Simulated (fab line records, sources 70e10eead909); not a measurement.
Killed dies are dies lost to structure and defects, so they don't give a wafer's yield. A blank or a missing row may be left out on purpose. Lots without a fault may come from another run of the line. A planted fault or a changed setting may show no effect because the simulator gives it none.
A struck lot beside a sound one | flow nand_harc | 15 steps out of a route of 1159
Sound: wafers L564.4, L564.5, L564.6. Struck: wafers L563.1, L563.2, L563.3. The cause comes at the end.
At each step with rows: each side's tool, then ch and its chambers, then its first start. Under that, the readings that differ: sound wafers | struck wafers | difference of the means | sigmas: that difference in standard deviations of wafers without a fault.
alike: readings whose means differ by less than 2 such deviations, and words and numbers that are the same on both sides. not compared: withheld readings, readings that some wafer has no value for, bounds like >300 that may hide the same value, and numbers for which the record gives no deviation and whose values overlap.
The two part at a step that has a row with sigmas, a row that says differs or no value, or rows on one side only. Numbers that don't overlap but have no deviation are shown without sigmas and don't part them. A reading that every wafer of one side lacks parts them only if that side has two wafers or more.

first, 9 steps without rows for these wafers: NHARC_P_ZERO_WELL_STRIP_15 (strips in SPM, time 900 s); NHARC_P_ZERO_WELL_DEHYDRATE_16 (time 120 s); NHARC_P_ZERO_WELL_HMDS_17 (time 30 s); NHARC_P_ZERO_WELL_COAT_18; NHARC_P_ZERO_WELL_SOFTBAKE_19 (time 95 s); NHARC_P_ZERO_WELL_EBR_20; NHARC_P_ZERO_WELL_EXPOSE_21 (exposes mask P NWELL, target cd 720 nm); NHARC_P_ZERO_WELL_PEB_22 (peb time 85 s); NHARC_P_ZERO_WELL_DEVELOP_23 (time 70 s).
NHARC_P_ZERO_WELL_CD_MEAS_24: target cd 720 nm.
  sound on cd_sem-02 ch 0, day 2 20:29; struck on cd_sem-02 ch 0, day 2 14:28
  alike: cd_nm
then, 1 step without rows for these wafers: NHARC_P_ZERO_WELL_HARDBAKE_25 (time 80 s).
NHARC_P_ZERO_WELL_DESCUM_26: chemistry O2, time 3 s.
  sound on rie_diel-12 ch 0,1, day 2 20:38; struck on rie_diel-12 ch 0,2,3, day 2 14:37
  alike: drypump_motor_current_A, oes_product_au, rf_vpp_V, showerhead_plenum_p_Torr, throttle_valve_pct
  not compared: rf_hours_counter_h
NHARC_P_ZERO_WELL_IMPLANT_27:
  sound on implanter-01 ch 0, day 2 20:53; struck on implanter-02 ch 0, day 2 15:11
  alike: dose_ions_cm2, tilt_deg
then, 1 step without rows for these wafers: NHARC_P_ZERO_WELL_IMPLANT_57.
NHARC_END_SORT_01:
  the record has rows for the sound wafers here (prober-02 ch 0, day 21 04:38) and none for the struck ones

WHERE THEY PART
Only at NHARC_END_SORT_01, within this record.

WHY: what the simulator had put in
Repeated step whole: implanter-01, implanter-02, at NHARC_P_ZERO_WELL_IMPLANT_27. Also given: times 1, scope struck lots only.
